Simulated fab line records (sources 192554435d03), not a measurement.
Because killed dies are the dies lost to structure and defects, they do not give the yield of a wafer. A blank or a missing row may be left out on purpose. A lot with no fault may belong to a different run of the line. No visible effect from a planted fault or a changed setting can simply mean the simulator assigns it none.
The tool behind it: which one? ; flow n5Finfet ; 30 wafers from 10 lots sampled at 5 of the route's 1938 steps

WHAT THE GAUGES READ, wafer by wafer
The record lacks any reading of a measuring or inspecting step that a usual standard deviation could be used to judge.

WHICH TOOL RAN EACH LOT (tool, then ch and the chambers of the sampled wafers, then the start)
lot;N5_GATE_CUT_ETCHBACK_00;N5_PASSIVATION_PECVD_55;N5_PASSIVATION_AL_DEP_21;N5_PASSIVATION_DESCUM_46;N5_PASSIVATION_PROBE_49
L777;rieMetal-01 ch 0, day 4 08:37;pecvd-02 ch 0,2, day 11 16:06;pvdSputter-01, day 11 18:56;rieDiel-02 ch 0,1,2, day 11 21:42;-
L778;rieMetal-02 ch 0,1, day 4 14:59;pecvd-04 ch 0,1, day 12 09:29;pvdSputter-02, day 12 15:16;rieDiel-06 ch 0,1,2, day 12 18:27;-
L780;rieMetal-02 ch 0,1, day 5 04:05;pecvd-04 ch 0,1, day 12 22:49;pvdSputter-03, day 13 05:01;rieDiel-02 ch 1,2,3, day 13 07:36;-
L782;rieMetal-01 ch 0,1, day 5 14:47;pecvd-02 ch 0,1, day 12 23:09;pvdSputter-01, day 13 01:53;rieDiel-02 ch 0,2, day 13 04:16;-
L783;rieMetal-03 ch 0,1, day 5 19:47;pecvd-02 ch 0,1,2, day 13 03:16;pvdSputter-03, day 13 06:25;rieDiel-02 ch 1,2,3, day 13 08:45;-
L784;rieMetal-01 ch 0,1, day 6 04:06;pecvd-04 ch 0,1,2, day 14 07:24;pvdSputter-02, day 14 09:42;rieDiel-01 ch 1,3, day 14 12:13;-
L788;rieMetal-02 ch 0,1, day 7 11:32;pecvd-04 ch 0,2, day 15 23:23;pvdSputter-03, day 16 04:35;rieDiel-06 ch 0,2,3, day 16 07:29;-
L790;rieMetal-03 ch 0, day 7 14:22;pecvd-03 ch 0,1,2, day 15 20:27;pvdSputter-02, day 15 22:43;rieDiel-01 ch 0,2,3, day 16 01:04;-
L792;rieMetal-01 ch 0,1, day 8 02:23;pecvd-03 ch 0,1, day 16 01:19;pvdSputter-02, day 16 08:51;rieDiel-02 ch 0,1, day 16 11:24;prober-01, day 16 15:09
L793;rieMetal-01 ch 0,1, day 8 07:23;pecvd-03 ch 1,2, day 16 01:51;pvdSputter-02, day 16 04:15;rieDiel-06 ch 0,1,2, day 16 06:32;prober-01, day 16 09:35
- N5_GATE_CUT_ETCHBACK_00: etches W in SF6/Cl2.
- N5_PASSIVATION_PECVD_55: deposits SiO2 from SiH4/N2O, target thk 400 nm, time 22.5 s.
- N5_PASSIVATION_AL_DEP_21: deposits Al, target thk 2800 nm, time 170 s.
- N5_PASSIVATION_DESCUM_46: chemistry O2, time 7.9 s.
- N5_PASSIVATION_PROBE_49

WHAT THE TOOLS THEMSELVES READ (means of the sampled wafers that have a number; where no wafer has one, the mark that the record gives instead)
N5_GATE_CUT_ETCHBACK_00. Usual: chamberPressureMTorr 8.000 mTorr, standard deviation 0.0073; drypumpMotorCurrentA 5.8 A, standard deviation 0.34; mfcCl2Sccm 59.95 sccm, standard deviation 0.17; oesProductAu 0.72 a.u., standard deviation 0.075; throttleValvePct 27.6 %, standard deviation 0.31.
lot;tool;chamberPressureMTorr (mTorr);drypumpMotorCurrentA (A);mfcCl2Sccm (sccm);oesProductAu (a.u.);throttleValvePct (%);flag
L777;rieMetal-01;7.998;6.0;59.82;0.71;27.2;
L778;rieMetal-02;7.994;5.5;59.96;0.67;27.5;
L780;rieMetal-02;7.996;5.7;59.95;0.71;27.6;
L782;rieMetal-01;7.997;5.7;60.08;0.77;27.8;
L783;rieMetal-03;7.998;6.0;59.99;0.72;27.5;
L784;rieMetal-01;8.002;5.8;60.04;0.73;27.5;
L788;rieMetal-02;8.000;5.5;60.03;0.66;27.5;
L790;rieMetal-03;8.000;6.3;59.82;0.79;27.6;
L792;rieMetal-01;7.992;5.7;59.92;0.75;27.8;
L793;rieMetal-01;8.011;5.6;60.09;0.75;27.8;

N5_PASSIVATION_PECVD_55. Usual: heaterPowerW 617 W, standard deviation 74; showerheadPlenumPTorr 8.13 Torr, standard deviation 0.16; throttleValvePct 50.7 %, standard deviation 3.
lot;tool;heaterPowerW (W);showerheadPlenumPTorr (Torr);throttleValvePct (%);flag
L777;pecvd-02;505;8.17;51.7;
L778;pecvd-04;608;8.04;51.6;
L780;pecvd-04;616;8.03;51.7;
L782;pecvd-02;652;8.15;49.5;
L783;pecvd-02;635;8.14;50.1;
L784;pecvd-04;611;8.16;51.5;
L788;pecvd-04;617;8.28;51.1;
L790;pecvd-03;669;8.11;50.3;
L792;pecvd-03;627;8.08;52.3;
L793;pecvd-03;671;8.29;48.7;

N5_PASSIVATION_AL_DEP_21. Usual: throttleValvePct at 29.5 %, with a standard deviation of 0.99.
lot;tool;throttleValvePct (%);flag
L777;pvdSputter-01;29.3;
L778;pvdSputter-02;29.3;
L780;pvdSputter-03;29.7;
L782;pvdSputter-01;29.7;
L783;pvdSputter-03;30.3;
L784;pvdSputter-02;28.4;
L788;pvdSputter-03;30.4;
L790;pvdSputter-02;28.6;
L792;pvdSputter-02;29.1;
L793;pvdSputter-02;29.0;

N5_PASSIVATION_DESCUM_46. Usual: chamberPressureMTorr is 20.000 mTorr with standard deviation 0.019, drypumpMotorCurrentA is 5.7 A with standard deviation 0.34, oesProductAu is 0.80 a.u. with standard deviation 0.073, rfVppV is 242.9 V with standard deviation 1.2, showerheadPlenumPTorr is 2.08 Torr with standard deviation 0.071, tempC is 40.00 C with standard deviation 0.12, and throttleValvePct is 20.32 % with standard deviation 0.14.
lot;tool;chamberPressureMTorr (mTorr);drypumpMotorCurrentA (A);oesProductAu (a.u.);rfVppV (V);showerheadPlenumPTorr (Torr);tempC (C);throttleValvePct (%);flag
L777;rieDiel-02;20.011;5.8;0.80;242.9;2.08;39.94;20.23;
L778;rieDiel-06;20.004;5.5;0.79;243.3;2.10;40.10;20.31;
L780;rieDiel-02;20.006;5.6;0.79;242.9;2.07;40.03;20.26;
L782;rieDiel-02;19.987;5.8;0.73;243.3;2.12;40.18;20.27;
L783;rieDiel-02;20.020;5.6;0.79;242.6;2.07;40.09;20.27;
L784;rieDiel-01;19.991;6.1;0.88;242.3;2.05;40.03;20.41;
L788;rieDiel-06;20.001;5.7;0.83;243.3;2.15;39.93;20.32;
L790;rieDiel-01;19.999;5.8;0.83;242.4;2.03;39.87;20.26;
L792;rieDiel-02;20.009;5.9;0.76;242.3;2.07;40.01;20.31;
L793;rieDiel-06;20.008;5.5;0.76;243.4;2.09;40.07;20.36;

N5_PASSIVATION_PROBE_49. Usual: defectLimitedYield 90.9 %, standard deviation 1.3; killed_at_M0_to_M3 35, standard deviation 10; killed_at_M4_up 15, standard deviation 5.7; killedAtContacts 14, standard deviation 6.4; killedAtFrontEnd 40, standard deviation 11; killedAtOther 4, standard deviation 3.1; killedDies 108, standard deviation 16; killedOpen 71, standard deviation 11; killedShort 34, standard deviation 7.7; sort_bin_5_function 5.4 %, standard deviation 0.9; sort_bin_6_memory 3.4 %, standard deviation 0.61; sortNPass 1072, standard deviation 16; sortYieldPct 90.9 %, standard deviation 1.3.
lot;tool;defectLimitedYield (%);killed_at_M0_to_M3;killed_at_M4_up;killedAtContacts;killedAtFrontEnd;killedAtOther;killedDies;killedOpen;killedShort;sort_bin_5_function (%);sort_bin_6_memory (%);sortNPass;sortYieldPct (%);flag
L792;prober-01;83.1;32;12;13;139;3;199;60;25;10.6;3.7;981;83.1;OFF
L793;prober-01;82.5;37;14;10;142;4;206;63;28;11.1;3.7;974;82.5;OFF

THE ANSWER, worked out from the rows above alone
Rule: take the mean of a lot's wafers that have a number; if it is more than 3 standard deviations from the usual mean, the lot is off. Also off: a lot with no number at a reading for which 4 or more lots have one. All remaining lots with rows at the step are treated as sound. Order of review: gauges by route order, followed by the tools' own readings, for which a lot's mean as printed above is used. The first step at which some lot is off is used, and at that step the reading that is off furthest; a lot without a number counts as furthest.
Off: L792, L793 (N5_PASSIVATION_PROBE_49, killedAtFrontEnd). Neither off nor sound, because the step has no rows for them: L777, L778, L780, L782, L783, L784, L788, L790.
If a tool, at that step or one of the process steps before it, ran each lot that is off and ran no sound lot following the first of them, it fits. Can't be told from this: 4 tools fit, rieMetal-01 at N5_GATE_CUT_ETCHBACK_00, pecvd-03 at N5_PASSIVATION_PECVD_55, pvdSputter-02 at N5_PASSIVATION_AL_DEP_21, prober-01 at N5_PASSIVATION_PROBE_49.

WHAT THE SIMULATOR HAD PUT IN
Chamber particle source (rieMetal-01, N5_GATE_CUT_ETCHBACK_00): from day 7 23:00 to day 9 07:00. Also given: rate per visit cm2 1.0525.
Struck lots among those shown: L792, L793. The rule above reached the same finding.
